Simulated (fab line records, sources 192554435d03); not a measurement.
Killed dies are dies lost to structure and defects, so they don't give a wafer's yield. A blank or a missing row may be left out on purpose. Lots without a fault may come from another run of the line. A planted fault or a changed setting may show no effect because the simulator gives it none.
fab line records | flow n5_finfet | part 1 of 2: steps 1 to 4 of 6
record lots=21 wafers=63 last_day=20
route steps=1938 shown MOL_CONTACT_COAG@609 BEOL_M0_SAQP@633
lots that met no fault: from a run of the same line without faults
start_h: hours from the record's first day to the start of the lot's first wafer shown | wait_h: hours since the lot's step before | " the same as in the row above | L1.1+2: a row that stands for several wafers | - no value, or no start given | * or withheld: withheld | < > ~ a bound
route shown NAME@n: a module of which the file shows steps, and the number in the route of the first | usual: mean/standard deviation of fault-free wafers | same: alike in all rows | chamber/n: place in a boat | sites: the reading at each site | _std_site: their standard deviation | _edge_site: outer sites' mean less inner sites' | radius_mm: how far each site lies from the wafer's centre | mask NAME#n: copy n | behind: the tool/chamber that last shaped the wafer | hold: why the lot was held/for how many hours/how that ended | device: the transistor (n, p or np) that didn't switch | end of line: the same wafers' tests at the end of the route | a step without rows: its recipe alone | killed: dies lost to structure and defects at the first sort, not the wafer's yield | map: a wafer's dies, x killed, . not, _ none there
set.NAME: the setting as run; set.NAME@STEP: as run at that earlier step | model.NAME: the simulator's own value behind a step, which no gauge read
steps of the route over a sample of lots; a table a step, a row a wafer
services: from which hour (start_h, from the record's first day; less than 0 if before it) a tool's chamber was out of use, for how many hours, and why
## steps
# step N5_MOL_CONTACT_COAG_ETCHBACK_134
# recipe chemistry=CHF3 target=SiO2 target_depth_a=100 time_s=6.7 ion_energy_ev=200 pressure_mtorr=30 source_w=610 bias_w=170 Ar_flow_sccm=200 CHF3_flow_sccm=50
# usual drypump_motor_current_A=5.6/0.47 oes_ar_750_au=0.78/0.075 oes_product_au=0.77/0.081 rf_vpp_V=521/10 showerhead_plenum_p_Torr=2.39/0.09 throttle_valve_pct=18.68/0.19
# columns lot.wafer tool chamber start_h wait_h drypump_motor_current_A oes_ar_750_au oes_product_au rf_hours_counter_h rf_vpp_V showerhead_plenum_p_Torr throttle_valve_pct
L074.4 rie_diel-04 3 99.89 0.4 5.8 0.79 0.78 123 522 2.41 18.61
L074.5 " 2 " " 5.8 0.90 0.88 - 513 2.35 18.53
L074.6 " 1 " " 6.4 0.73 0.71 - 506 2.45 18.86
L075.2 rie_diel-01 3 106.96 0.1 4.9 0.90 0.91 29 517 2.51 18.34
L075.4 " 2 " " 6.4 0.91 0.93 20 539 2.54 18.57
L075.6 " 3 " " 4.9 0.89 0.90 - 518 2.51 18.34
L076.1 rie_diel-01 2 114.02 0.1 6.4 0.91 0.93 22 538 2.54 18.57
L076.2 " 0 " " 4.9 0.73 0.75 171 533 2.38 18.79
L076.5 " 3 " " 4.9 0.89 0.90 - 519 2.51 18.36
L078.2 rie_diel-04 3 121.66 0.1 5.8 0.78 0.77 132 520 2.40 18.61
L078.4 " 3 " " 5.8 0.77 0.77 - 519 2.40 18.63
L078.5 " 1 " " 6.4 0.73 0.71 - 506 2.44 18.88
L079.1 rie_diel-01 1 130.26 0.2 5.3 0.70 0.71 228 529 2.33 18.84
L079.2 " 0 " " 4.9 0.73 0.74 177 534 2.38 18.81
L079.6 " 0 " " 4.9 0.73 0.74 - 535 2.38 18.81
L080.1 rie_diel-02 1 139.88 0.1 5.6 0.79 0.79 119 524 2.31 18.60
L080.3 " 0 " " 5.3 0.76 0.74 172 515 2.39 18.61
L080.6 " 1 " " 5.7 0.80 0.80 - 523 2.31 18.62
L081.3 rie_diel-02 0 142.57 0.1 5.3 0.75 0.74 173 515 2.39 18.63
L081.4 " 2 " " 5.9 0.71 0.70 210 506 2.26 18.98
L081.5 " 0 " " 5.3 0.76 0.74 - 515 2.39 18.64
L082.2 rie_diel-04 3 148.80 0.1 5.8 0.77 0.76 145 520 2.40 18.67
L082.3 " 1 " " 6.4 0.72 0.71 223 505 2.44 18.89
L082.5 " 3 " " 5.8 0.77 0.77 - 520 2.40 18.64
L083.1 rie_diel-01 2 156.32 0.3 6.4 0.87 0.89 38 539 2.54 18.60
L083.5 " 3 " " 4.9 0.87 0.87 - 516 2.50 18.37
L083.6 " 2 " " 6.4 0.88 0.90 - 538 2.54 18.62
L084.1 rie_diel-02 0 158.64 0.1 5.3 0.75 0.74 179 517 2.38 18.66
L084.3 " 2 " " 5.9 0.71 0.69 216 503 2.26 19.00
L084.6 " 1 " " 5.6 0.79 0.79 - 525 2.31 18.61
L085.1 rie_diel-02 3 165.10 0.1 5.6 0.71 0.69 228 524 2.46 18.67
L085.2 " 0 " " 5.3 0.76 0.74 180 515 2.38 18.63
L085.6 " 2 " " 5.9 0.70 0.69 - 504 2.26 19.01
L086.3 rie_diel-04 2 173.47 0.2 5.8 0.86 0.84 61 514 2.34 18.58
L086.4 " 3 " " 5.8 0.76 0.75 155 520 2.40 18.66
L086.5 " 2 " " 5.8 0.85 0.84 - 515 2.34 18.57
L088.1 rie_diel-01 3 188.04 0.1 4.9 0.85 0.84 57 515 2.50 18.39
L088.2 " 1 " " 5.4 0.69 0.69 248 530 2.33 18.84
L088.5 " 2 " " 6.4 0.86 0.87 - 538 2.53 18.61
L089.1 rie_diel-01 0 190.07 0.2 4.9 0.71 0.72 197 532 2.37 18.84
L089.3 " 1 " " 5.3 0.69 0.70 249 529 2.33 18.86
L089.4 " 3 " " 4.9 0.85 0.85 58 517 2.50 18.38
L090.2 rie_diel-02 1 196.61 0.1 5.7 0.78 0.78 138 523 2.30 18.65
L090.3 " 0 " " 5.3 0.75 0.74 190 515 2.38 18.65
L090.4 " 3 " " 5.7 0.70 0.69 239 525 2.46 18.66
L092.2 rie_diel-02 3 208.89 0.1 5.6 0.70 0.68 243 527 2.46 18.68
L092.5 " 2 " " 5.9 0.69 0.69 - 505 2.25 19.02
L092.6 " 1 " " 5.7 0.78 0.79 - 524 2.30 18.65
L093.1 rie_diel-01 2 212.03 0.1 6.4 0.84 0.86 61 539 2.53 18.64
L093.4 " 2 " " 6.4 0.85 0.86 - 538 2.53 18.65
L093.5 " 0 " " 4.9 0.70 0.71 - 535 2.37 18.84
L094.1 rie_diel-04 0 216.57 0.1 5.7 0.91 0.91 33 534 2.50 18.38
L094.5 " 3 " " 5.8 0.75 0.73 - 520 2.39 18.70
L094.6 " 2 " " 5.7 0.83 0.81 - 514 2.33 18.60
L095.2 rie_diel-02 2 228.50 0.5 5.9 0.69 0.67 243 505 2.25 19.03
L095.3 " 1 " " 5.7 0.77 0.77 151 524 2.30 18.67
L095.5 " 0 " " 5.3 0.74 0.72 - 515 2.37 18.68
L096.1 rie_diel-02 1 238.27 0.1 5.6 0.76 0.76 157 523 2.29 18.67
L096.3 " 0 " " 5.3 0.73 0.72 209 516 2.37 18.69
L096.5 " 1 " " 5.6 0.77 0.76 - 525 2.29 18.68
L097.1 rie_diel-01 2 238.31 0.1 6.4 0.84 0.84 66 537 2.53 18.65
L097.2 " 1 " " 5.3 0.93 0.95 4 529 2.32 18.46
L097.3 " 3 " " 4.9 0.83 0.81 73 517 2.49 18.41
# step N5_MOL_CONTACT_COAG_STRIP_49
# recipe chemistry=N2/H2 time_s=30 power_w=1000 temp_c=250 pressure_mtorr=withheld n2_flow_sccm=1750 h2_flow_sccm=3250
# usual drypump_motor_current_A=5.7/0.34 heater_power_w=315/41 n2_flow_sccm=1751/5.4
# columns lot.wafer tool chamber start_h wait_h drypump_motor_current_A heater_power_w n2_flow_sccm rf_hours_counter_h
L074.4 plasma_asher-02 1 100.27 - 5.8 318 1744 -
L074.5 " 0 " " 6.1 326 1755 -
L074.6 " 1 " " 5.8 318 1747 -
L075.2 plasma_asher-02 0 107.32 - 6.1 330 1751 95
L075.4 " 0 " " 6.1 318 1754 -
L075.6 " 0 " " 6.1 320 1758 -
L076.1 plasma_asher-02 1 114.38 - 5.8 320 1751 95
L076.2 " 0 " " 6.1 327 1752 95
L076.5 " 1 " " 5.8 320 1749 -
L078.2 plasma_asher-01 0 122.02 - 5.2 369 1745 44
L078.4 " 0 " " 5.2 363 1750 -
L078.5 " 0 " " 5.2 367 1750 -
L079.1 plasma_asher-02 1 130.62 - 5.8 316 1753 100
L079.2 " 0 " " 6.1 323 1749 100
L079.6 " 1 " " 5.8 313 1761 -
L080.1 plasma_asher-01 1 140.24 - 5.7 257 1747 47
L080.3 " 0 " " 5.2 363 1758 -
L080.6 " 0 " " 5.2 360 1748 -
L081.3 plasma_asher-01 0 142.96 - 5.2 355 1756 -
L081.4 " 1 " " 5.7 256 1744 -
L081.5 " 0 " " 5.2 373 1749 -
L082.2 plasma_asher-02 0 149.16 - 6.1 329 1751 104
L082.3 " 0 " " 6.1 323 1751 -
L082.5 " 1 " " 5.9 316 1754 -
L083.1 plasma_asher-01 0 156.79 - 5.2 362 1746 50
L083.5 " 1 " " 5.7 260 1760 -
L083.6 " 0 " " 5.2 359 1738 -
L084.1 plasma_asher-01 1 159.00 - 5.6 257 1756 51
L084.3 " 1 " " 5.6 254 1750 -
L084.6 " 0 " " 5.2 363 1748 -
L085.1 plasma_asher-02 0 165.46 - 6.1 338 1746 107
L085.2 " 1 " " 5.8 322 1743 107
L085.6 " 1 " " 5.8 315 1756 -
L086.3 plasma_asher-01 1 173.85 - 5.6 255 1749 -
L086.4 " 0 " " 5.2 376 1754 -
L086.5 " 1 " " 5.6 251 1746 -
L088.1 plasma_asher-01 1 188.40 - 5.7 256 1753 56
L088.2 " 0 " " 5.2 370 1753 56
L088.5 " 0 " " 5.2 356 1759 -
L089.1 plasma_asher-01 1 190.43 - 5.7 263 1748 57
L089.3 " 1 " " 5.7 256 1756 -
L089.4 " 0 " " 5.2 360 1759 -
L090.2 plasma_asher-02 0 196.97 - 6.1 325 1752 113
L090.3 " 0 " " 6.2 340 1752 -
L090.4 " 1 " " 5.8 311 1756 -
L092.2 plasma_asher-01 0 209.25 - 5.2 369 1757 60
L092.5 " 0 " " 5.2 371 1747 -
L092.6 " 1 " " 5.7 253 1749 -
L093.1 plasma_asher-01 0 212.39 - 5.2 366 1747 61
L093.4 " 0 " " 5.2 361 1756 -
L093.5 " 1 " " 5.7 259 1765 -
L094.1 plasma_asher-01 1 216.95 - 5.6 253 1755 62
L094.5 " 0 " " 5.2 362 1746 -
L094.6 " 1 " " 5.6 262 1756 -
L095.2 plasma_asher-02 1 228.86 - 5.8 316 1763 120
L095.3 " 0 " " 6.1 325 1737 -
L095.5 " 1 " " 5.8 312 1748 -
L096.1 plasma_asher-01 1 238.63 - 5.6 261 1747 65
L096.3 " 1 " " 5.6 264 1753 -
L096.5 " 1 " " 5.6 256 1741 -
L097.1 plasma_asher-01 1 238.69 - 5.6 258 1750 65
L097.2 " 0 " " 5.2 370 1746 65
L097.3 " 0 " " 5.2 368 1745 -
# step N5_BEOL_M0_SAQP_ILD_DEP_01
# recipe material=SiOC target_thk_a=454.19 temp_c=350 precursor=DEMS/O2 pressure_torr=5 rf_w=500 time_s=8.7
# usual chamber_pressure_Torr=5.000/0.011 heater_power_w=503/73 showerhead_plenum_p_Torr=5.700/0.017 throttle_valve_pct=12.1/0.49
# columns lot.wafer tool chamber start_h wait_h chamber_pressure_Torr heater_power_w showerhead_plenum_p_Torr throttle_valve_pct
L074.4 pecvd-04 0 107.43 0.0 5.005 472 5.729 12.1
L074.5 " 2 " " 5.019 533 5.708 12.1
L074.6 " 1 " " 4.998 489 5.673 13.4
L075.2 pecvd-01 0 111.62 0.0 5.012 603 5.678 11.9
L075.4 " 1 " " 5.014 417 5.686 12.2
L075.6 " 0 " " 5.000 607 5.702 11.8
L076.1 pecvd-01 2 118.69 0.0 4.979 476 5.703 11.3
L076.2 " 1 " " 4.990 389 5.687 12.2
L076.5 " 2 " " 5.017 446 5.706 11.1
L078.2 pecvd-01 2 126.34 0.0 4.987 510 5.700 11.6
L078.4 " 2 " " 5.013 514 5.708 11.4
L078.5 " 1 " " 4.992 457 5.702 12.3
L079.1 pecvd-01 2 135.00 0.0 5.006 557 5.700 11.3
L079.2 " 1 " " 5.003 438 5.672 12.2
L079.6 " 2 " " 5.014 555 5.706 11.3
L080.1 pecvd-01 0 144.55 0.0 5.010 627 5.695 12.0
L080.3 " 2 " " 5.010 554 5.710 11.4
L080.6 " 0 " " 5.018 639 5.697 12.1
L081.3 pecvd-03 0 147.55 0.0 4.980 445 5.694 11.7
L081.4 " 2 " " 4.998 469 5.693 12.7
L081.5 " 0 " " 4.983 473 5.705 11.8
L082.2 pecvd-03 1 153.50 0.0 4.997 568 5.707 12.6
L082.3 " 2 " " 4.993 465 5.719 12.7
L082.5 " 0 " " 4.996 504 5.705 11.9
L083.1 pecvd-04 1 161.21 0.0 4.997 398 5.664 13.1
L083.5 " 2 " " 4.999 527 5.721 11.7
L083.6 " 0 " " 4.995 420 5.728 12.2
L084.1 pecvd-03 1 164.20 0.0 5.012 634 5.700 12.2
L084.3 " 0 " " 5.006 533 5.706 11.8
L084.6 " 0 " " 4.998 538 5.708 11.5
L085.1 pecvd-04 0 169.78 0.0 4.998 457 5.742 12.4
L085.2 " 2 " " 5.003 531 5.721 12.1
L085.6 " 2 " " 4.999 530 5.724 12.1
L086.3 pecvd-01 0 178.15 0.0 4.993 611 5.680 11.8
L086.4 " 2 " " 5.018 509 5.691 11.5
L086.5 " 0 " " 5.007 622 5.676 12.1
L088.1 pecvd-01 1 195.44 0.0 5.003 424 5.687 12.3
L088.2 " 0 " " 5.016 615 5.698 12.0
L088.5 " 1 " " 5.010 415 5.690 12.0
L089.1 pecvd-03 1 195.44 0.0 5.006 540 5.712 12.3
L089.3 " 2 " " 5.007 418 5.693 12.4
L089.4 " 2 " " 5.016 422 5.701 12.4
L090.2 pecvd-01 0 201.32 0.0 4.974 555 5.698 11.8
L090.3 " 2 " " 4.997 553 5.688 11.5
L090.4 " 1 " " 4.996 432 5.683 12.3
L092.2 pecvd-03 0 213.59 0.0 5.007 523 5.693 11.9
L092.5 " 1 " " 5.001 627 5.686 12.2
L092.6 " 0 " " 5.025 523 5.717 11.3
L093.1 pecvd-01 1 216.70 0.0 4.985 450 5.705 12.4
L093.4 " 2 " " 4.987 501 5.708 11.8
L093.5 " 1 " " 4.973 445 5.686 12.0
L094.1 pecvd-03 1 221.29 0.0 4.984 650 5.700 12.4
L094.5 " 0 " " 5.003 509 5.718 11.8
L094.6 " 1 " " 5.008 526 5.701 12.6
L095.2 pecvd-04 2 233.19 0.0 4.977 503 5.699 11.9
L095.3 " 0 " " 4.984 450 5.733 12.2
L095.5 " 2 " " 5.001 499 5.736 12.0
L096.1 pecvd-04 2 242.95 0.0 4.995 451 5.699 12.2
L096.3 " 2 " " 5.007 461 5.701 12.0
L096.5 " 0 " " 5.019 443 5.715 12.2
L097.1 pecvd-03 1 245.93 0.0 5.002 567 5.706 12.3
L097.2 " 2 " " 4.997 413 5.697 11.8
L097.3 " 0 " " 4.987 502 5.706 11.6
# step N5_BEOL_M0_SAQP_MANDREL_ETCH_20
# recipe target_depth_a=600 chemistry=HBr/Cl2 target=a-Si stop_on=SiNx bt_time_s=10 mask_material=SOC over_etch_frac=0.5 time_s=30 pressure_mtorr=10 icp_w=800 bias_w=75 HBr_flow_sccm=150 Cl2_flow_sccm=80 ends=end_point
# usual drypump_motor_current_A=5.7/0.41 oes_product_au=0.769/0.017 throttle_valve_pct=35.33/0.28
# same over_etch_frac=0.5
# columns lot.wafer tool chamber start_h wait_h drypump_motor_current_A oes_product_au rf_hours_counter_h throttle_valve_pct
L074.4 rie_si-01 2 109.40 0.1 5.7 0.761 - 35.03
L074.5 " 0 " " 5.8 0.765 - 35.32
L074.6 " 3 " " 6.1 0.753 - 35.08
L075.2 rie_si-01 2 114.28 0.0 5.7 0.772 56 35.02
L075.4 " 0 " " 5.8 0.762 - 35.32
L075.6 " 2 " " 5.7 0.772 - 35.00
L076.1 rie_si-06 0 120.07 0.0 5.6 0.771 1 35.58
L076.2 " 1 " " 6.0 0.745 153 35.63
L076.5 " 0 " " 5.6 0.776 - 35.58
L078.2 rie_si-06 1 129.37 0.0 6.0 0.740 153 35.64
L078.4 " 3 " " 5.1 0.769 181 35.70
L078.5 " 0 " " 5.5 0.774 - 35.58
L079.1 rie_si-06 0 137.90 0.0 5.5 0.779 2 35.57
L079.2 " 1 " " 6.0 0.749 154 35.63
L079.6 " 0 " " 5.5 0.792 - 35.56
L080.1 rie_si-04 2 146.37 0.0 5.4 0.761 166 34.91
L080.3 " 3 " " 6.5 0.792 176 34.79
L080.6 " 0 " " 6.0 0.802 - 35.62
L081.3 rie_si-04 2 150.80 0.0 5.4 0.750 166 34.91
L081.4 " 1 " " 6.0 0.799 4 35.22
L081.5 " 3 " " 6.5 0.793 - 34.77
L082.2 rie_si-04 1 154.71 0.0 6.0 0.784 4 35.26
L082.3 " 3 " " 6.4 0.808 177 34.75
L082.5 " 0 " " 6.1 0.796 - 35.61
L083.1 rie_si-01 3 164.99 0.0 6.1 0.746 122 35.08
L083.5 " 1 " " 5.4 0.771 - 35.33
L083.6 " 2 " " 5.7 0.781 - 35.00
L084.1 rie_si-01 0 165.82 0.0 5.8 0.743 33 35.37
L084.3 " 3 " " 6.1 0.738 122 35.10
L084.6 " 0 " " 5.8 0.751 - 35.34
L085.1 rie_si-01 1 173.55 0.0 5.4 0.754 114 35.34
L085.2 " 0 " " 5.8 0.748 34 35.35
L085.6 " 0 " " 5.8 0.741 - 35.35
L086.3 rie_si-01 1 181.08 0.0 5.4 0.754 114 35.32
L086.4 " 3 " " 6.1 0.749 123 35.09
L086.5 " 0 " " 5.8 0.751 - 35.35
L088.1 rie_si-04 3 197.19 0.0 6.4 0.796 177 34.76
L088.2 " 1 " " 6.0 0.781 5 35.25
L088.5 " 0 " " 6.0 0.802 - 35.59
L089.1 rie_si-04 3 197.72 0.0 6.5 0.794 177 34.77
L089.3 " 0 " " 6.1 0.788 158 35.61
L089.4 " 2 " " 5.4 0.767 167 34.90
L090.2 rie_si-01 2 203.61 0.0 5.7 0.765 57 35.05
L090.3 " 1 " " 5.4 0.759 115 35.33
L090.4 " 3 " " 6.1 0.764 123 35.06
L092.2 rie_si-06 1 215.69 0.0 6.0 0.746 155 35.62
L092.5 " 1 " " 6.0 0.757 - 35.61
L092.6 " 0 " " 5.6 0.769 - 35.57
L093.1 rie_si-06 0 219.90 0.0 5.6 0.769 3 35.59
L093.4 " 3 " " 5.1 0.752 183 35.72
L093.5 " 3 " " 5.1 0.759 - 35.71
L094.1 rie_si-01 2 223.51 0.0 5.7 0.771 57 35.03
L094.5 " 0 " " 5.8 0.765 - 35.34
L094.6 " 3 " " 6.1 0.752 - 35.10
L095.2 rie_si-06 0 234.72 0.0 5.6 0.765 3 35.60
L095.3 " 2 " " 4.9 0.787 50 35.31
L095.5 " 1 " " 6.0 0.748 - 35.62
L096.1 rie_si-04 0 244.96 0.0 6.1 0.781 159 35.61
L096.3 " 3 " " 6.4 0.804 178 34.76
L096.5 " 0 " " 6.1 0.796 - 35.60
L097.1 rie_si-06 2 248.76 0.0 4.9 0.781 50 35.29
L097.2 " 3 " " 5.0 0.776 183 35.69
L097.3 " 1 " " 6.0 0.753 156 35.61
